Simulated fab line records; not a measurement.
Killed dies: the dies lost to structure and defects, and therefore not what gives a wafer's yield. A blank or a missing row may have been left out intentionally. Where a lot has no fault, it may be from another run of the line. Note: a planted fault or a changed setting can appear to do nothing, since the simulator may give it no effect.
Split-lot experiment :: flow n5_finfet :: 7 lots, 21 wafers read, on a route of 1938 steps

THE SPLIT ITSELF
At N5_BEOL_M0_SAQP_SPACER1_ALD_98 (deposits SiO2, target thk 12.8 nm, pulse time 1 s, purge time 2 s), the setting temp_c was moved away from the recipe's 300 C on 7 of the 21 wafers read, by -3.9% to +3.8%. The other wafers ran this setting at the recipe's value.

The reading comes from the split's own step.

THE READING
SiO2_of_BEOL_M0_SAQP_SPACER1_ALD_98.thk_nm (the simulator's own value, which no gauge read), in nm, at N5_BEOL_M0_SAQP_SPACER1_ALD_98 (deposits SiO2, target thk 12.8 nm, pulse time 1 s, purge time 2 s). The file gives no usual value for it. Here, 14 wafers ran the recipe; their average is 12.8 nm with a standard deviation of 0.052 nm.

wafer: L077.2
tool, chamber at the split: ald_sin-02, 0,1,2
temp_c as run, C: 300
against the recipe: recipe
SiO2_of_BEOL_M0_SAQP_SPACER1_ALD_98.thk_nm, nm: 12.8
against lot-mates on the recipe: -

wafer: L077.4
tool, chamber at the split: ald_sin-02, 0,1,2
temp_c as run, C: 300
against the recipe: recipe
SiO2_of_BEOL_M0_SAQP_SPACER1_ALD_98.thk_nm, nm: 12.8
against lot-mates on the recipe: -

wafer: L077.6
tool, chamber at the split: ald_sin-02, 0,1,2
temp_c as run, C: 300
against the recipe: recipe
SiO2_of_BEOL_M0_SAQP_SPACER1_ALD_98.thk_nm, nm: 12.8
against lot-mates on the recipe: -

wafer: L078.3
tool, chamber at the split: ald_sin-02, 2,0
temp_c as run, C: 311.4
against the recipe: +3.8%
SiO2_of_BEOL_M0_SAQP_SPACER1_ALD_98.thk_nm, nm: 12.6
against lot-mates on the recipe: -0.2

wafer: L078.6
tool, chamber at the split: ald_sin-02, 2,0
temp_c as run, C: 311.4
against the recipe: +3.8%
SiO2_of_BEOL_M0_SAQP_SPACER1_ALD_98.thk_nm, nm: 12.6
against lot-mates on the recipe: -0.2

wafer: L078.5
tool, chamber at the split: ald_sin-02, 3
temp_c as run, C: 300
against the recipe: recipe
SiO2_of_BEOL_M0_SAQP_SPACER1_ALD_98.thk_nm, nm: 12.8
against lot-mates on the recipe: -

wafer: L083.3
tool, chamber at the split: ald_sin-04, 0
temp_c as run, C: 304.9
against the recipe: +1.6%
SiO2_of_BEOL_M0_SAQP_SPACER1_ALD_98.thk_nm, nm: 12.8
against lot-mates on the recipe: +0.0

wafer: L083.4
tool, chamber at the split: ald_sin-04, 1,2
temp_c as run, C: 300
against the recipe: recipe
SiO2_of_BEOL_M0_SAQP_SPACER1_ALD_98.thk_nm, nm: 12.8
against lot-mates on the recipe: -

wafer: L083.5
tool, chamber at the split: ald_sin-04, 1,2
temp_c as run, C: 300
against the recipe: recipe
SiO2_of_BEOL_M0_SAQP_SPACER1_ALD_98.thk_nm, nm: 12.8
against lot-mates on the recipe: -

wafer: L085.2
tool, chamber at the split: ald_sin-04, 0,2
temp_c as run, C: 300
against the recipe: recipe
SiO2_of_BEOL_M0_SAQP_SPACER1_ALD_98.thk_nm, nm: 12.8
against lot-mates on the recipe: -

wafer: L085.3
tool, chamber at the split: ald_sin-04, 0,2
temp_c as run, C: 300
against the recipe: recipe
SiO2_of_BEOL_M0_SAQP_SPACER1_ALD_98.thk_nm, nm: 12.8
against lot-mates on the recipe: -

wafer: L085.5
tool, chamber at the split: ald_sin-04, 2
temp_c as run, C: 293.2
against the recipe: -2.3%
SiO2_of_BEOL_M0_SAQP_SPACER1_ALD_98.thk_nm, nm: 13.2
against lot-mates on the recipe: +0.4

wafer: L086.3
tool, chamber at the split: ald_sin-02, 0
temp_c as run, C: 288.2
against the recipe: -3.9%
SiO2_of_BEOL_M0_SAQP_SPACER1_ALD_98.thk_nm, nm: 13.4
against lot-mates on the recipe: +0.7

wafer: L086.4
tool, chamber at the split: ald_sin-02, 1
temp_c as run, C: 300
against the recipe: recipe
SiO2_of_BEOL_M0_SAQP_SPACER1_ALD_98.thk_nm, nm: 12.8
against lot-mates on the recipe: -

wafer: L086.6
tool, chamber at the split: ald_sin-02, 3
temp_c as run, C: 300
against the recipe: recipe
SiO2_of_BEOL_M0_SAQP_SPACER1_ALD_98.thk_nm, nm: 12.6
against lot-mates on the recipe: -

wafer: L089.3
tool, chamber at the split: ald_sin-04, 1,2
temp_c as run, C: 295.4
against the recipe: -1.5%
SiO2_of_BEOL_M0_SAQP_SPACER1_ALD_98.thk_nm, nm: 13
against lot-mates on the recipe: +0.2

wafer: L089.5
tool, chamber at the split: ald_sin-04, 1,2
temp_c as run, C: 295.4
against the recipe: -1.5%
SiO2_of_BEOL_M0_SAQP_SPACER1_ALD_98.thk_nm, nm: 13
against lot-mates on the recipe: +0.2

wafer: L089.6
tool, chamber at the split: ald_sin-04, 1
temp_c as run, C: 300
against the recipe: recipe
SiO2_of_BEOL_M0_SAQP_SPACER1_ALD_98.thk_nm, nm: 12.8
against lot-mates on the recipe: -

wafer: L097.1
tool, chamber at the split: ald_sin-02, 2,0,2
temp_c as run, C: 300
against the recipe: recipe
SiO2_of_BEOL_M0_SAQP_SPACER1_ALD_98.thk_nm, nm: 12.8
against lot-mates on the recipe: -

wafer: L097.4
tool, chamber at the split: ald_sin-02, 2,0,2
temp_c as run, C: 300
against the recipe: recipe
SiO2_of_BEOL_M0_SAQP_SPACER1_ALD_98.thk_nm, nm: 12.8
against lot-mates on the recipe: -

wafer: L097.5
tool, chamber at the split: ald_sin-02, 2,0,2
temp_c as run, C: 300
against the recipe: recipe
SiO2_of_BEOL_M0_SAQP_SPACER1_ALD_98.thk_nm, nm: 12.8
against lot-mates on the recipe: -
When a row names more than one chamber, that row covers several wafers, and the file does not tell which wafer ran in which chamber.

THE FIT
A straight line over all 21 wafers: SiO2_of_BEOL_M0_SAQP_SPACER1_ALD_98.thk_nm changes by -0.0949 nm for each +1% of temp_c; r = -0.86; the points scatter about the line by 0.096 nm.
The same after taking each lot's own level away (the mean of its wafers on the recipe; 21 wafers): -0.102 nm for each +1%; r = -0.87; scatter 0.098 nm.
On that fit, the largest move of temp_c shifts the reading by 0.4 nm.
From 12.70 to 12.80 nm: that is the span of the lots' own levels, equal to 1.9 times the standard deviation above.
So the lot-to-lot level changes the slope little: the two slopes agree.
Check: with one of the wafers moved furthest among these (-3.9%) left out of the fit, the line predicts +0.337 nm for it against its lot-mates. Against them it came out at +0.7 nm.

THESE WAFERS: OTHER SPLITS
Before the reading, these wafers also passed through other splits. Each is held against what the fit with the lots' levels taken away leaves over:
other split on the same wafers: N5_HKMG_FIN_PEB_10 peb_time_s
wafers away from the commonest value: 5
r with SiO2_of_BEOL_M0_SAQP_SPACER1_ALD_98.thk_nm (lot level and that fit taken away): +0.11

other split on the same wafers: N5_GATE_CUT_DESCUM_18 time_s
wafers away from the commonest value: 8
r with SiO2_of_BEOL_M0_SAQP_SPACER1_ALD_98.thk_nm (lot level and that fit taken away): -0.17

other split on the same wafers: N5_MOL_CONTACT_COAG_EXPOSE_81 dose_mj
wafers away from the commonest value: 8
r with SiO2_of_BEOL_M0_SAQP_SPACER1_ALD_98.thk_nm (lot level and that fit taken away): +0.06

other split on the same wafers: N5_BEOL_M0_SAQP_PECVD_04 time_s
wafers away from the commonest value: 5
r with SiO2_of_BEOL_M0_SAQP_SPACER1_ALD_98.thk_nm (lot level and that fit taken away): -0.26

other split on the same wafers: N5_BEOL_M0_SAQP_EXPOSE_11 dose_mj
wafers away from the commonest value: 10
r with SiO2_of_BEOL_M0_SAQP_SPACER1_ALD_98.thk_nm (lot level and that fit taken away): +0.16

THE FILE'S OWN FIT
SiO2_of_BEOL_M0_SAQP_SPACER1_ALD_98.thk_nm changes by -0.118 nm for each +1% of temp_c, r = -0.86.
